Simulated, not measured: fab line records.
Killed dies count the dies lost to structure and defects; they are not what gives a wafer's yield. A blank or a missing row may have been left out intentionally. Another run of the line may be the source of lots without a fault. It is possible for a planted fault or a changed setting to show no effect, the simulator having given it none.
fab line records -- flow n5-finfet
record: lots: 6, wafers: 18, last-day: 17
route steps=1938 shown MIM_TOP_LITHO@1846 MIM_TOP_ETCH@1851 MIM_BOT_LITHO@1854
lots with no fault: from the same line, run without faults
start-h: hours from the record's first day to the start of the lot's first wafer shown -- wait-h: hours since the lot's step before -- " the same as in the row above -- L1.1+2: a row that stands for several wafers -- - no value present, or no start provided -- * or withheld: withheld -- < > ~ a bound
route shown NAME@n: NAME is a module with steps in the file, n the number in the route of the first one -- usual: average and standard deviation across the fault-free wafers -- same: alike in all rows -- chamber/n: place in a boat -- sites: the reading at each site -- _std_site: the values' standard deviation -- _edge_site: mean of outer sites minus mean of inner sites -- radius-mm: how far each site lies from the wafer's centre -- mask NAME#n: copy n -- behind: tool/chamber where the wafer was last shaped -- hold: the reason the lot was held/the length of the hold in hours/how it ended -- device: the transistor (n, p or np) that didn't switch -- end of line: the route-end tests of the same wafers -- step lacking rows: just its recipe -- killed: dies that structure and defects cost at the first sort, which is not the same as the wafer's yield -- map: shows each die of a wafer: x if killed, . if not, _ if none is there
set.NAME: the run value of the setting; set.NAME@STEP: its run value at that earlier step -- model.NAME: the simulator's own value behind a step, which no gauge read
certain route steps with their lots: each step a table, each wafer a row
services: from which hour (start-h, from the record's first day; less than 0 if before it) a tool's chamber was out of use, for how many hours, and why
== steps ==
step: N5_MIM_TOP_LITHO_HARDBAKE_09
recipe: temp-c: 130, time-s: 120
step: N5_MIM_TOP_LITHO_CD_MEAS_08
recipe: target-cd-nm: 2000, landing-energy-ev: 500, detector: se-inlens
usual: cd-nm: 2000.7/2.3
same: landing-energy-ev: 500
lot.wafer,tool,chamber,start-h,wait-h,cd-nm
L184.1,cd-sem-03,0,299.44,-,2002.3
L184.3,cd-sem-03,0,299.44,-,1997.2
L184.5,cd-sem-03,0,299.44,-,1995.3
L188.2,cd-sem-01,0,311.45,-,2001.5
L188.4,cd-sem-01,0,311.45,-,2000.8
L188.6,cd-sem-01,0,311.45,-,2002.3
L195.1,cd-sem-01,0,360.02,-,2001.4
L195.2,cd-sem-01,0,360.02,-,2002.4
L195.4,cd-sem-01,0,360.02,-,1999.3
L196.3,cd-sem-03,0,362.49,-,1999.3
L196.4,cd-sem-03,0,362.49,-,1993.7
L196.5,cd-sem-03,0,362.49,-,1998.0
L199.3,cd-sem-01,0,384.76,-,2000.4
L199.5,cd-sem-01,0,384.76,-,1994.8
L199.6,cd-sem-01,0,384.76,-,2001.5
L202.3,cd-sem-01,0,394.25,-,2002.5
L202.4,cd-sem-01,0,394.25,-,2001.0
L202.5,cd-sem-01,0,394.25,-,2001.2
step: N5_MIM_TOP_LITHO_OVL_MEAS_11
recipe: points-per-wafer: 44
usual: MIM_TOP_OVL: 2/5.3
lot.wafer,tool,chamber,start-h,wait-h,MIM_TOP_OVL[nm]
L184.1,overlay-01,0,299.47,0.0,10
L184.3,overlay-01,0,299.47,0.0,5
L184.5,overlay-01,0,299.47,0.0,2
L188.2,overlay-01,0,311.48,0.0,4
L188.4,overlay-01,0,311.48,0.0,2
L188.6,overlay-01,0,311.48,0.0,6
L195.1,overlay-02,0,360.05,0.0,6
L195.2,overlay-02,0,360.05,0.0,0
L195.4,overlay-02,0,360.05,0.0,10
L196.3,overlay-02,0,362.52,0.0,-3
L196.4,overlay-02,0,362.52,0.0,3
L196.5,overlay-02,0,362.52,0.0,8
L199.3,overlay-01,0,384.79,0.0,-3
L199.5,overlay-01,0,384.79,0.0,-3
L199.6,overlay-01,0,384.79,0.0,-4
L202.3,overlay-02,0,394.28,0.0,4
L202.4,overlay-02,0,394.28,0.0,-5
L202.5,overlay-02,0,394.28,0.0,10
step: N5_MIM_TOP_LITHO_INSPECT_12
recipe: mode: adi, inspect-instrument: macro
usual: raw-defect-count: 2.1/1.5
lot.wafer,tool,chamber,start-h,wait-h,raw-defect-count
L184.1,defect-inspect-01,-,299.49,0.0,2
L184.3,defect-inspect-01,-,299.49,0.0,2
L184.5,defect-inspect-01,-,299.49,0.0,1
L188.2,defect-inspect-01,-,311.50,0.0,0
L188.4,defect-inspect-01,-,311.50,0.0,1
L188.6,defect-inspect-01,-,311.50,0.0,0
L195.1,defect-inspect-01,-,360.07,0.0,3
L195.2,defect-inspect-01,-,360.07,0.0,5
L195.4,defect-inspect-01,-,360.07,0.0,2
L196.3,defect-inspect-01,-,362.54,0.0,3
L196.4,defect-inspect-01,-,362.54,0.0,1
L196.5,defect-inspect-01,-,362.54,0.0,0
L199.3,defect-inspect-02,-,384.81,0.0,4
L199.5,defect-inspect-02,-,384.81,0.0,1
L199.6,defect-inspect-02,-,384.81,0.0,2
L202.3,defect-inspect-01,-,394.31,0.0,3
L202.4,defect-inspect-01,-,394.31,0.0,2
L202.5,defect-inspect-01,-,394.31,0.0,3
step: N5_MIM_TOP_LITHO_DESCUM_10
recipe: chemistry: O2, time-s: 7.9, source-power-w: 50, bias-power-w: 20, pressure-mtorr: 20, rf-frequency-hz: 2.712e+07, temp-c: 40, o2-flow-sccm: 225
usual: drypump-motor-current-A: 5.69/0.3, oes-product-au: 0.80/0.079, rf-vpp-V: 243.4/1.2, showerhead-plenum-p-Torr: 2.10/0.055, temp-c: 39.99/0.11, throttle-valve-pct: 20.4/0.31
lot.wafer,tool,chamber,start-h,wait-h,drypump-motor-current-A,oes-product-au,rf-hours-counter-h,rf-vpp-V,showerhead-plenum-p-Torr,temp-c,throttle-valve-pct
L184.1,rie-diel-06,1,299.53,0.0,5.93,0.91,24,244.9,2.11,40.10,20.2
L184.3,rie-diel-06,2,299.53,0.0,5.66,0.78,130,242.1,2.09,39.92,20.6
L184.5,rie-diel-06,2,299.53,0.0,5.66,0.78,-,242.9,2.09,39.96,20.6
L188.2,rie-diel-06,2,311.53,0.0,5.66,0.77,134,242.6,2.08,40.09,20.6
L188.4,rie-diel-06,1,311.53,0.0,5.93,0.91,27,243.2,2.11,39.99,20.2
L188.6,rie-diel-06,3,311.53,0.0,6.06,0.77,-,241.1,2.09,40.00,20.3
L195.1,rie-diel-06,3,360.33,0.3,6.04,0.75,164,242.9,2.08,39.88,20.3
L195.2,rie-diel-06,1,360.33,0.3,5.91,0.88,44,243.5,2.10,40.19,20.2
L195.4,rie-diel-06,2,360.33,0.3,5.67,0.77,151,243.6,2.08,40.05,20.6
L196.3,rie-diel-01,3,362.58,0.0,5.50,0.77,137,241.2,2.10,39.94,20.7
L196.4,rie-diel-01,0,362.58,0.0,5.14,0.78,103,243.3,2.12,39.89,20.5
L196.5,rie-diel-01,1,362.58,0.0,5.57,0.97,-,244.9,2.15,39.97,20.6
L199.3,rie-diel-06,2,385.05,0.2,5.67,0.75,159,242.7,2.08,40.01,20.6
L199.5,rie-diel-06,0,385.05,0.2,5.55,0.76,-,241.5,1.99,39.90,19.9
L199.6,rie-diel-06,3,385.05,0.2,6.05,0.76,-,242.2,2.08,39.77,20.3
L202.3,rie-diel-04,2,394.78,0.5,5.47,0.95,11,243.6,2.10,39.99,19.6
L202.4,rie-diel-04,1,394.78,0.5,5.43,0.89,24,241.8,2.06,40.00,20.1
L202.5,rie-diel-04,2,394.78,0.5,5.45,0.95,-,243.1,2.10,40.06,19.6
step: N5_MIM_TOP_ETCH_ETCH_00
recipe: chemistry: Cl2/BCl3, target: TiN, target-depth-a: 385, ion-energy-ev: 150, pressure-mtorr: 10, icp-w: 1000, bias-w: 126, Cl2_flow_sccm: 53.25, bcl3-flow-sccm: 21.75, Ar_flow_sccm: 25
usual: drypump-motor-current-A: 5.6/0.35, oes-product-au: 0.82/0.037, throttle-valve-pct: 22.85/0.17
lot.wafer,tool,chamber,start-h,wait-h,drypump-motor-current-A,oes-product-au,rf-hours-counter-h,throttle-valve-pct
L184.1,rie-metal-02,1,299.61,0.1,5.6,0.76,52,22.72
L184.3,rie-metal-02,0,299.61,0.1,5.4,0.83,-,22.83
L184.5,rie-metal-02,1,299.61,0.1,5.6,0.76,-,22.70
L188.2,rie-metal-01,0,311.62,0.1,6.2,0.81,25,22.66
L188.4,rie-metal-01,0,311.62,0.1,6.3,0.81,-,22.68
L188.6,rie-metal-01,0,311.62,0.1,6.2,0.82,-,22.66
L195.1,rie-metal-02,0,360.42,0.1,5.4,0.82,24,22.84
L195.2,rie-metal-02,1,360.42,0.1,5.6,0.74,57,22.72
L195.4,rie-metal-02,1,360.42,0.1,5.6,0.75,-,22.72
L196.3,rie-metal-03,0,362.70,0.1,5.2,0.84,-,22.76
L196.4,rie-metal-03,1,362.70,0.1,5.5,0.83,-,23.12
L196.5,rie-metal-03,0,362.70,0.1,5.2,0.85,-,22.76
L199.3,rie-metal-03,1,385.17,0.1,5.5,0.82,-,23.15
L199.5,rie-metal-03,1,385.17,0.1,5.6,0.81,-,23.14
L199.6,rie-metal-03,0,385.17,0.1,5.2,0.83,-,22.77
L202.3,rie-metal-03,1,394.91,0.1,5.5,0.82,-,23.14
L202.4,rie-metal-03,0,394.91,0.1,5.2,0.83,-,22.76
L202.5,rie-metal-03,1,394.91,0.1,5.6,0.81,-,23.15
step: N5_MIM_TOP_ETCH_STRIP_01
recipe: chemistry: O2, power-w: 600, temp-c: 60, pressure-mtorr: 30, rf-frequency-hz: 6e+07, bias-power-w: 0, overash-fraction: 0.5, o2-flow-sccm: 225
usual: drypump-motor-current-A: 5.8/0.49, oes-product-au: 0.78/0.078, rf-vpp-V: 3.5/1.4, showerhead-plenum-p-Torr: 2.09/0.047, temp-c: 59.99/0.13, throttle-valve-pct: 16.64/0.26
lot.wafer,tool,chamber,start-h,wait-h,drypump-motor-current-A,oes-product-au,rf-hours-counter-h,rf-vpp-V,showerhead-plenum-p-Torr,temp-c,throttle-valve-pct
L184.1,rie-diel-05,3,299.76,0.1,6.4,0.81,121,3.8,2.04,60.08,16.98
L184.3,rie-diel-05,2,299.76,0.1,5.9,0.77,140,3.3,2.11,60.05,16.52
L184.5,rie-diel-05,1,299.76,0.1,5.6,0.71,-,3.0,2.15,59.72,16.58
L188.2,rie-diel-05,3,311.76,0.1,6.4,0.78,126,2.3,2.04,60.02,17.01
L188.4,rie-diel-05,2,311.76,0.1,5.9,0.78,144,4.0,2.11,59.97,16.56
L188.6,rie-diel-05,2,311.76,0.1,5.8,0.77,-,4.1,2.11,59.95,16.61
L195.1,rie-diel-02,3,360.56,0.1,5.4,0.70,217,2.6,2.07,60.05,16.95
L195.2,rie-diel-02,1,360.56,0.1,5.7,0.76,145,4.1,2.01,60.02,16.60
L195.4,rie-diel-02,2,360.56,0.1,6.4,0.68,217,7.2,2.11,60.04,17.06
L196.3,rie-diel-02,0,362.80,0.1,5.4,0.81,103,4.2,2.06,60.16,16.40
L196.4,rie-diel-02,2,362.80,0.1,6.5,0.68,217,3.4,2.11,60.14,17.11
L196.5,rie-diel-02,0,362.80,0.1,5.4,0.81,-,3.1,2.06,60.01,16.39
L199.3,rie-diel-05,1,385.28,0.1,5.7,0.68,231,5.2,2.14,59.84,16.65
L199.5,rie-diel-05,1,385.28,0.1,5.7,0.69,-,3.6,2.14,59.94,16.66
L199.6,rie-diel-05,0,385.28,0.1,5.8,0.87,-,2.9,2.03,60.09,16.24
L202.3,rie-diel-02,1,395.01,0.1,5.7,0.74,156,5.5,2.00,60.18,16.65
L202.4,rie-diel-02,1,395.01,0.1,5.7,0.74,-,6.1,2.00,60.05,16.61
L202.5,rie-diel-02,3,395.01,0.1,5.4,0.71,-,3.7,2.07,60.10,17.00
step: N5_MIM_TOP_ETCH_PECVD_03
recipe: material: SiNx, target-thk-a: 200, temp-c: 400, precursor: SiH4/NH3/N2, pressure-torr: 1.5, rf-w: 300, time-s: 17.6
usual: heater-power-w: 822/110, showerhead-plenum-p-Torr: 5.14/0.12, throttle-valve-pct: 38.9/2
lot.wafer,tool,chamber,start-h,wait-h,heater-power-w,showerhead-plenum-p-Torr,throttle-valve-pct
L184.1,pecvd-03,2,299.82,-,716,5.17,37.6
L184.3,pecvd-03,0,299.82,-,790,5.19,37.1
L184.5,pecvd-03,0,299.82,-,785,5.20,37.5
L188.2,pecvd-03,0,311.83,-,750,5.20,37.3
L188.4,pecvd-03,0,311.83,-,763,5.20,37.2
L188.6,pecvd-03,1,311.83,-,916,5.26,40.7
L195.1,pecvd-03,0,360.62,-,763,5.20,37.3
L195.2,pecvd-03,2,360.62,-,693,5.17,38.0
L195.4,pecvd-03,0,360.62,-,771,5.20,37.4
L196.3,pecvd-01,0,362.87,-,800,5.28,40.4
L196.4,pecvd-01,1,362.87,-,963,5.03,38.8
L196.5,pecvd-01,2,362.87,-,822,4.95,37.0
L199.3,pecvd-02,0,385.34,-,685,5.16,42.5
L199.5,pecvd-02,1,385.34,-,781,5.08,42.2
L199.6,pecvd-02,2,385.34,-,859,5.15,36.7
L202.3,pecvd-02,1,395.07,-,646,5.11,42.1
L202.4,pecvd-02,2,395.07,-,874,5.16,36.6
L202.5,pecvd-02,0,395.07,-,798,5.16,42.6
step: N5_MIM_BOT_LITHO_HMDS_01
recipe: time-s: 60, temp-c: 120
step: N5_MIM_BOT_LITHO_COAT_02
recipe: spin-rpm: *, resist-thk-nm: *
step: N5_MIM_BOT_LITHO_EBR_04
recipe: solvent: PGMEA, ebr-width-mm: 1.5
step: N5_MIM_BOT_LITHO_SOFTBAKE_03
recipe: temp-c: 100, time-s: 90
step: N5_MIM_BOT_LITHO_EXPOSE_05
recipe: mask-id: MIM_BOT, na: 0.55, source-shape: conventional, sigma-outer: 0.8, polarization: unpolarized, dose-mj: 24.25
usual: focus-offset-nm: 0.0/0.57
lot.wafer,tool,chamber,start-h,wait-h,mask,focus-offset-nm
L184.1,krf-scanner-02,0,300.00,-,MIM_BOT#0,-0.3
L184.3,krf-scanner-02,0,300.00,-,MIM_BOT#0,0.5
L184.5,krf-scanner-02,0,300.00,-,MIM_BOT#0,0.9
L188.2,krf-scanner-01,0,312.14,-,MIM_BOT#0,-0.8
L188.4,krf-scanner-01,0,312.14,-,MIM_BOT#0,-0.3
L188.6,krf-scanner-01,0,312.14,-,MIM_BOT#0,-0.3
L195.1,krf-scanner-01,0,360.92,-,MIM_BOT#0,0.7
L195.2,krf-scanner-01,0,360.92,-,MIM_BOT#0,0.4
L195.4,krf-scanner-01,0,360.92,-,MIM_BOT#0,1.3
L196.3,krf-scanner-01,0,363.06,-,MIM_BOT#0,1.0
L196.4,krf-scanner-01,0,363.06,-,MIM_BOT#0,0.7
L196.5,krf-scanner-01,0,363.06,-,MIM_BOT#0,-0.1
L199.3,krf-scanner-02,0,385.66,-,MIM_BOT#0,0.9
L199.5,krf-scanner-02,0,385.66,-,MIM_BOT#0,1.1
L199.6,krf-scanner-02,0,385.66,-,MIM_BOT#0,1.2
L202.3,krf-scanner-02,0,395.26,-,MIM_BOT#0,-0.4
L202.4,krf-scanner-02,0,395.26,-,MIM_BOT#0,-0.7
L202.5,krf-scanner-02,0,395.26,-,MIM_BOT#0,-0.3
step: N5_MIM_BOT_LITHO_PEB_06
recipe: peb-temp-c: withheld, peb-time-s: *
step: N5_MIM_BOT_LITHO_DEVELOP_07
recipe: develop-time-s: 60, rinse-liquid: diw, dry: air-spin, dev-temp-c: 21
step: N5_MIM_BOT_LITHO_HARDBAKE_09
recipe: temp-c: 130, time-s: 120
step: N5_MIM_BOT_LITHO_CD_MEAS_08
recipe: target-cd-nm: 3000, landing-energy-ev: 500, detector: se-inlens, polarity: opening
usual: cd-nm: 3001.4/2.3
same: landing-energy-ev: 500
lot.wafer,tool,chamber,start-h,wait-h,cd-nm
L184.1,cd-sem-02,0,300.18,-,3001.2
L184.3,cd-sem-02,0,300.18,-,3003.0
L184.5,cd-sem-02,0,300.18,-,2997.5
L188.2,cd-sem-02,0,312.31,-,2999.8
L188.4,cd-sem-02,0,312.31,-,3002.5
L188.6,cd-sem-02,0,312.31,-,2998.3
L195.1,cd-sem-03,0,361.10,-,3003.3
L195.2,cd-sem-03,0,361.10,-,3042.7
L195.4,cd-sem-03,0,361.10,-,3046.4
L196.3,cd-sem-02,0,363.23,-,2996.3
L196.4,cd-sem-02,0,363.23,-,3036.6
L196.5,cd-sem-02,0,363.23,-,3001.8
L199.3,cd-sem-03,0,385.82,-,3001.3
L199.5,cd-sem-03,0,385.82,-,3005.4
L199.6,cd-sem-03,0,385.82,-,3003.2
L202.3,cd-sem-03,0,395.43,-,3000.6
L202.4,cd-sem-03,0,395.43,-,2999.1
L202.5,cd-sem-03,0,395.43,-,3001.3
step: N5_MIM_BOT_LITHO_OVL_MEAS_11
recipe: points-per-wafer: 44
usual: MIM_BOT_OVL: 1/5.6
lot.wafer,tool,chamber,start-h,wait-h,MIM_BOT_OVL[nm]
L184.1,overlay-01,0,300.21,0.0,-3
L184.3,overlay-01,0,300.21,0.0,-3
L184.5,overlay-01,0,300.21,0.0,4
L188.2,overlay-02,0,312.34,0.0,10
L188.4,overlay-02,0,312.34,0.0,8
L188.6,overlay-02,0,312.34,0.0,11
L195.1,overlay-02,0,361.15,0.0,5
L195.2,overlay-02,0,361.15,0.0,2
L195.4,overlay-02,0,361.15,0.0,6
L196.3,overlay-02,0,363.25,0.0,-1
L196.4,overlay-02,0,363.25,0.0,2
L196.5,overlay-02,0,363.25,0.0,12
L199.3,overlay-02,0,385.86,0.0,-9
L199.5,overlay-02,0,385.86,0.0,-6
L199.6,overlay-02,0,385.86,0.0,-1
L202.3,overlay-01,0,395.46,0.0,2
L202.4,overlay-01,0,395.46,0.0,-10
L202.5,overlay-01,0,395.46,0.0,-13
== services ==
tool,chamber,start-h,hours,kind
rie-diel-04,0,276.72,15.8,repair
rie-metal-02,0,277.96,4.4,repair
krf-scanner-01,-,281.08,1.1,repair
krf-scanner-01,-,289.29,1.4,repair
rie-diel-04,3,290.02,5.1,repair
rie-diel-04,2,293.54,9.1,repair
pecvd-01,-,297.19,1.4,repair
krf-scanner-02,-,306.25,1.0,pm
krf-scanner-02,0,311.05,-,calibration
krf-scanner-02,-,311.51,1.3,pm
pecvd-01,1,314.37,13.0,repair
krf-scanner-01,-,321.44,1.3,pm
rie-diel-04,3,327.77,1.6,repair
rie-metal-02,1,338.72,3.2,repair
krf-scanner-02,-,339.54,0.9,repair
krf-scanner-02,-,344.31,0.3,repair
rie-diel-05,2,348.81,20.3,repair
krf-scanner-02,-,362.31,0.8,repair
rie-diel-01,2,366.86,2.7,repair
krf-scanner-01,-,369.21,0.8,pm
krf-scanner-01,0,377.12,-,calibration
krf-scanner-01,-,378.77,1.0,pm
rie-diel-01,0,392.70,7.0,repair
rie-diel-01,2,393.83,4.5,repair
== key ==
first-sign: step: N5_MIM_BOT_LITHO_CD_MEAS_08, reading: cd-nm, direction: up, sigmas: 17, usual: 3001.4, struck: 3041.9
effect none on later readings
met-at N5_MIM_BOT_LITHO_EXPOSE_05
struck-wafers L195.2,L195.4,L196.4
onset-between 312.14 360.92
fault: kind: process-parameter-drift, tool: krf-scanner-01, chamber: -, onset-h: 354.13, steps: N5_MIM_BOT_LITHO_EXPOSE_05, channel: focus-nm, offset: 344.21, shape: step, end-h: 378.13, scope: struck-wafers-only
